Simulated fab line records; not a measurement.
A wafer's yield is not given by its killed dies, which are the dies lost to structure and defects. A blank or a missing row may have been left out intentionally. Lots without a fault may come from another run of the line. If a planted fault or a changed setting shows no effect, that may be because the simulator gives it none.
What tool caused it? + flow nand-harc + 6 lots, 18 wafers sampled, at 4 steps of a route of 1159

## WHAT THE GAUGES READ, wafer by wafer
NHARC_P_GATE_CD_MEAS_91: the cd target is 2000 nm.
| lot  | measured     | on        | cd-nm (nm)     |
|------|--------------|-----------|----------------|
| L893 | day 5 07:26  | cd-sem-03 | 1998 1996 1993 |
| L897 | day 6 06:04  | cd-sem-03 | 1999 1998 1994 |
| L900 | day 7 14:42  | cd-sem-02 | 1994 1999 1998 |
| L904 | day 8 15:39  | cd-sem-01 | 1997 1999 2002 |
| L912 | day 9 23:20  | cd-sem-03 | 1997 2000 2000 |
| L915 | day 11 03:47 | cd-sem-02 | 2002 1992 1998 |

## WHICH TOOL RAN EACH LOT (tool, then ch and the chambers of the sampled wafers, then the start)
| lot  | NHARC_P_GATE_STRIP_101            | NHARC_P_GATE_STRIP_76                | NHARC_P_GATE_EXPOSE_88            |
|------|-----------------------------------|--------------------------------------|-----------------------------------|
| L893 | rie-diel-04 ch 2,3, day 5 02:39   | plasma-asher-02 ch 0,1, day 5 06:31  | krf-scanner-02 ch 0, day 5 07:16  |
| L897 | rie-diel-04 ch 0,2,3, day 6 01:46 | plasma-asher-02 ch 0,1, day 6 05:17  | krf-scanner-04 ch 0, day 6 05:55  |
| L900 | rie-diel-03 ch 0,1, day 7 10:25   | plasma-asher-02 ch 0,1, day 7 13:47  | krf-scanner-02 ch 0, day 7 14:33  |
| L904 | rie-diel-01 ch 0,1,2, day 8 11:19 | plasma-asher-01 ch 0,1, day 8 14:53  | krf-scanner-02 ch 0, day 8 15:30  |
| L912 | rie-diel-01 ch 1,2, day 9 18:23   | plasma-asher-01 ch 0,1, day 9 22:25  | krf-scanner-04 ch 0, day 9 23:10  |
| L915 | rie-diel-03 ch 0,1, day 10 23:02  | plasma-asher-02 ch 0,1, day 11 02:52 | krf-scanner-01 ch 0, day 11 03:38 |
- NHARC_P_GATE_STRIP_101: strips in O2, time 20 s.
- NHARC_P_GATE_STRIP_76: strips in O2.
- NHARC_P_GATE_EXPOSE_88: exposes mask P HVN, target cd 2000 nm.

## THE ANSWER, worked out from the rows above alone
Rule: the usual values come from the lots themselves. The widest of any qualifying gaps counts: lots, ordered by their means at a reading, are off when they make up no more than a third of the lots, leave a main group of 4 or more, and stand apart from it by 3 or more times the standard deviation of that group's means. Not used: any main group whose means are identical at the precision the tables above print for the reading. A lot without any number at a reading at which 4 lots or more have one is off too. The other lots that the step has rows for count as sound.
No lot is off on any of the readings shown, so nothing can be concluded from this.

## WHAT THE SIMULATOR PUT IN
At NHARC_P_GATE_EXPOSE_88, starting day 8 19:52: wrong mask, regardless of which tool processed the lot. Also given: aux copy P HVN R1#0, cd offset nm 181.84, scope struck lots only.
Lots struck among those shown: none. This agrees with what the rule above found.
